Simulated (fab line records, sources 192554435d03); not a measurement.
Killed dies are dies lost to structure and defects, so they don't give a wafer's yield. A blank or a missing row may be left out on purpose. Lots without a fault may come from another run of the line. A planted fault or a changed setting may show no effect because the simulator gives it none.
Chamber matching | flow n5_finfet | N5_BEOL_M15_CMP_49 on cmp-04: 4 sister chambers
The step polishes, stops on SiO2, t overpolish 4.9 s, target thk 850 nm. 8 wafers are shown with their chamber, then 11 later ones without.

WAFERS WITH THEIR CHAMBER
wafer  | chamber | motor_current_A (A) | overpolish_run_s (s)
L080.5 | 0       | 7.8                 | 4.905
L088.1 | 1       | 7.4                 | 4.889
L088.2 | 2       | 7.7                 | 4.901
L088.6 | 3       | 8.7                 | 4.918
L091.1 | 3       | 8.6                 | 4.902
L091.2 | 2       | 7.7                 | 4.902
L091.3 | 1       | 7.6                 | 4.883
L090.3 | 0       | 7.5                 | 4.915

WAFERS WITHOUT THEIR CHAMBER
wafer  | motor_current_A (A) | overpolish_run_s (s)
L090.5 | 8.6                 | 4.892
L090.6 | 7.7                 | 4.904
L092.2 | 8.3                 | 4.906
L092.4 | 7.7                 | 4.893
L092.6 | 7.6                 | 4.912
L096.1 | 7.6                 | 4.892
L096.2 | 7.5                 | 4.911
L096.5 | 8.4                 | 4.905
L097.2 | 7.8                 | 4.899
L097.3 | 9.0                 | 4.891
L097.4 | 7.7                 | 4.900

WHICH CHAMBER EACH WENT THROUGH
wafer  | from the rows above          | in truth
L090.5 | 3                            | 3
L090.6 | can't be placed: 2 or 0      | 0
L092.2 | can't be placed: 3 or 2      | 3
L092.4 | can't be placed: 2 or 1 or 0 | 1
L092.6 | can't be placed: 0 or 2      | 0
L096.1 | can't be placed: 1 or 2 or 0 | 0
L096.2 | can't be placed: 0 or 2      | 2
L096.5 | 3                            | 3
L097.2 | can't be placed: 2 or 0      | 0
L097.3 | 3                            | 3
L097.4 | can't be placed: 2 or 0      | 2
Placed correctly: 3 of 11. Can't be placed from these rows: 8 (the true chamber is among the candidates in 8). Placed wrongly: 0.
How it was worked out, from the rows above alone: a wafer's distance from a chamber is the root of the sum, over the readings, of the square of ((its reading less the chamber's mean) divided by the reading's scatter). The wafer belongs to the nearest chamber; if the next one is less than 2 further off, it can't be placed. A chamber's mean is the mean of its shown wafers. The scatter: the root of (the sum of the squares of (reading less its chamber's mean) over the shown wafers, divided by (wafers less chambers)).
